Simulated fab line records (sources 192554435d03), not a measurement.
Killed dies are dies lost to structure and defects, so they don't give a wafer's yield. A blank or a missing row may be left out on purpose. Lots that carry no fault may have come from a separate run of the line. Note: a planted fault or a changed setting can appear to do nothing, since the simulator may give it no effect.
Which tool was responsible? :: flow n5_finfet :: Sampling: 10 lots, 30 wafers, 2 of 1938 route steps

== WHAT EACH GAUGE READ, for each wafer ==
N5_BEOL_M4_RC_MEAS_101. Usual: DIBL_N 36.3 mV/V, standard deviation 1.8; DIBL_P 36.5 mV/V, standard deviation 2.1; IOFF_N 0.16 nA/um, standard deviation 0.031; IOFF_P 0.22 nA/um, standard deviation 0.038; ION_N 677 uA/um, standard deviation 12; ION_P 466 uA/um, standard deviation 7.8; SS_N 71.5 mV/dec, standard deviation 0.61; SS_P 73.2 mV/dec, standard deviation 0.7; VT_N 249 mV, standard deviation 3; VT_P -248.9 mV, standard deviation 3.
lot: L963
measured: day 9 08:14
on: prober-02
DIBL_N (mV/V): 38.2 36.2 39.2
DIBL_P (mV/V): 38.6 36.3 38.9
IOFF_N (nA/um): 0.20 0.17 0.22
IOFF_P (nA/um): 0.24 0.20 0.27
ION_N (uA/um): 693 688 691
ION_P (uA/um): 464 462 466
SS_N (mV/dec): 72.0 71.4 72.4
SS_P (mV/dec): 73.6 72.0 73.8
VT_N (mV): 247 250 244
VT_P (mV): -246.9 -250.2 -246.2
flag: 

lot: L965
measured: day 9 15:04
on: prober-02
DIBL_N (mV/V): 38.6 36.0 37.0
DIBL_P (mV/V): 37.6 36.0 36.9
IOFF_N (nA/um): 0.19 0.16 0.17
IOFF_P (nA/um): 0.25 0.23 0.23
ION_N (uA/um): 681 691 694
ION_P (uA/um): 468 473 472
SS_N (mV/dec): 71.4 71.2 70.9
SS_P (mV/dec): 74.4 73.8 73.6
VT_N (mV): 248 247 248
VT_P (mV): -248.4 -246.6 -249.9
flag: 

lot: L968
measured: day 10 01:01
on: prober-02
DIBL_N (mV/V): 35.5 34.6 39.3
DIBL_P (mV/V): 37.0 35.8 42.0
IOFF_N (nA/um): 0.17 0.15 0.28
IOFF_P (nA/um): 0.27 0.24 0.38
ION_N (uA/um): 689 687 708
ION_P (uA/um): 478 480 488
SS_N (mV/dec): 71.1 71.0 72.2
SS_P (mV/dec): 73.5 72.2 73.6
VT_N (mV): 246 249 238
VT_P (mV): -243.1 -246.4 -240.6
flag: 

lot: L967
measured: day 10 13:41
on: prober-01
DIBL_N (mV/V): 35.2 39.7 40.4
DIBL_P (mV/V): 34.4 39.6 41.0
IOFF_N (nA/um): 0.14 0.22 0.24
IOFF_P (nA/um): 0.19 0.26 0.30
ION_N (uA/um): 678 673 703
ION_P (uA/um): 469 460 474
SS_N (mV/dec): 71.7 72.0 71.7
SS_P (mV/dec): 72.3 74.2 74.4
VT_N (mV): 249 247 242
VT_P (mV): -249.9 -245.4 -245.9
flag: 

lot: L971
measured: day 10 20:47
on: prober-01
DIBL_N (mV/V): 39.5 37.6 40.1
DIBL_P (mV/V): 38.0 36.5 38.6
IOFF_N (nA/um): 0.17 0.16 0.18
IOFF_P (nA/um): 0.22 0.22 0.23
ION_N (uA/um): 673 673 686
ION_P (uA/um): 458 468 466
SS_N (mV/dec): 72.5 71.8 72.8
SS_P (mV/dec): 74.0 72.9 74.0
VT_N (mV): 249 250 250
VT_P (mV): -249.8 -250.6 -247.5
flag: 

lot: L975
measured: day 12 03:03
on: prober-02
DIBL_N (mV/V): 36.2 35.5 39.4
DIBL_P (mV/V): 36.2 36.1 40.5
IOFF_N (nA/um): 0.15 0.15 0.21
IOFF_P (nA/um): 0.23 0.22 0.32
ION_N (uA/um): 666 679 687
ION_P (uA/um): 464 474 479
SS_N (mV/dec): 71.3 71.7 71.9
SS_P (mV/dec): 73.1 73.5 73.8
VT_N (mV): 252 247 244
VT_P (mV): -248.3 -250.4 -243.2
flag: 

lot: L976
measured: day 12 14:08
on: prober-02
DIBL_N (mV/V): 35.1 34.8 37.0
DIBL_P (mV/V): 36.2 35.9 38.6
IOFF_N (nA/um): 0.16 0.16 0.20
IOFF_P (nA/um): 0.21 0.21 0.26
ION_N (uA/um): 657 670 687
ION_P (uA/um): 455 459 471
SS_N (mV/dec): 71.8 70.6 71.7
SS_P (mV/dec): 73.9 72.9 72.8
VT_N (mV): 251 250 246
VT_P (mV): -250.5 -249.4 -247.5
flag: 

lot: L979
measured: day 12 17:35
on: prober-02
DIBL_N (mV/V): 34.9 37.3 34.2
DIBL_P (mV/V): 35.1 38.4 34.0
IOFF_N (nA/um): 0.15 0.20 0.14
IOFF_P (nA/um): 0.21 0.25 0.18
ION_N (uA/um): 681 686 664
ION_P (uA/um): 469 470 462
SS_N (mV/dec): 71.1 71.6 71.3
SS_P (mV/dec): 72.8 73.8 72.1
VT_N (mV): 247 247 251
VT_P (mV): -249.8 -248.2 -254.4
flag: 

lot: L984
measured: day 14 01:23
on: prober-01
DIBL_N (mV/V): 34.1 34.1 38.3
DIBL_P (mV/V): 35.5 34.8 40.8
IOFF_N (nA/um): 0.14 0.14 0.23
IOFF_P (nA/um): 0.20 0.19 0.31
ION_N (uA/um): 680 661 698
ION_P (uA/um): 469 457 477
SS_N (mV/dec): 71.8 71.4 71.7
SS_P (mV/dec): 72.6 72.4 73.5
VT_N (mV): 250 249 245
VT_P (mV): -250.0 -249.1 -246.5
flag: 

lot: L983
measured: day 14 04:28
on: prober-01
DIBL_N (mV/V): 36.1 36.2 36.2
DIBL_P (mV/V): 36.8 36.5 37.3
IOFF_N (nA/um): 0.17 0.16 0.16
IOFF_P (nA/um): 0.23 0.23 0.25
ION_N (uA/um): 682 682 683
ION_P (uA/um): 469 475 467
SS_N (mV/dec): 71.8 71.7 71.4
SS_P (mV/dec): 73.2 72.9 73.1
VT_N (mV): 248 248 249
VT_P (mV): -249.1 -246.7 -244.5
flag: 

N5_BEOL_M8_OCD_MEAS_38. Usual: trench_depth_nm reads 93.4 nm (standard deviation 1.9).
lot: L963
measured: day 10 23:02
on: ocd-01
trench_depth_nm (nm): 94.1 94.4 95.9
flag: 

lot: L965
measured: day 11 03:32
on: ocd-01
trench_depth_nm (nm): 93.8 93.9 93.3
flag: 

lot: L968
measured: day 11 12:20
on: ocd-01
trench_depth_nm (nm): 96.6 96.5 94.6
flag: 

lot: L967
measured: day 12 02:46
on: ocd-01
trench_depth_nm (nm): 90.1 94.0 90.9
flag: 

lot: L971
measured: day 12 05:05
on: ocd-01
trench_depth_nm (nm): 93.7 96.9 94.1
flag: 

lot: L975
measured: day 13 18:24
on: ocd-02
trench_depth_nm (nm): 95.4 93.2 95.0
flag: 

lot: L976
measured: day 13 23:34
on: ocd-02
trench_depth_nm (nm): 90.2 94.6 90.4
flag: 

lot: L979
measured: day 14 07:29
on: ocd-02
trench_depth_nm (nm): 94.5 93.0 90.0
flag: 

lot: L984
measured: day 15 17:11
on: ocd-02
trench_depth_nm (nm): 94.6 94.5 95.4
flag: 

lot: L983
measured: day 15 17:37
on: ocd-01
trench_depth_nm (nm): 94.9 94.3 96.2
flag: 

== EACH LOT AND THE TOOL THAT RAN IT (in order: tool; ch and the chambers of the sampled wafers; start) ==
Before these readings, the record contains no process step.

== WHAT THE TOOLS THEMSELVES READ (means of the sampled wafers that have a number; where no wafer has one, the mark that the record gives instead) ==
The record holds no such reading with a usual standard deviation.

== THE ANSWER, worked out from the rows above alone ==
Rule: take the mean of a lot's wafers that have a number; if it is more than 3 standard deviations from the usual mean, the lot is off. Also off: a lot with no number at a reading for which 4 or more lots have one. Where the step has rows for the other lots, those lots are counted as sound. After the gauges, taken in route order, come the tools' own readings; for these a lot's mean is taken, as printed above. At the first step where some lot is off, the reading lying furthest off is the one used; lots without a number count as furthest.
Nothing can be told from this: no lot is off at any reading shown.

== WHAT THE SIMULATOR HAD INSERTED ==
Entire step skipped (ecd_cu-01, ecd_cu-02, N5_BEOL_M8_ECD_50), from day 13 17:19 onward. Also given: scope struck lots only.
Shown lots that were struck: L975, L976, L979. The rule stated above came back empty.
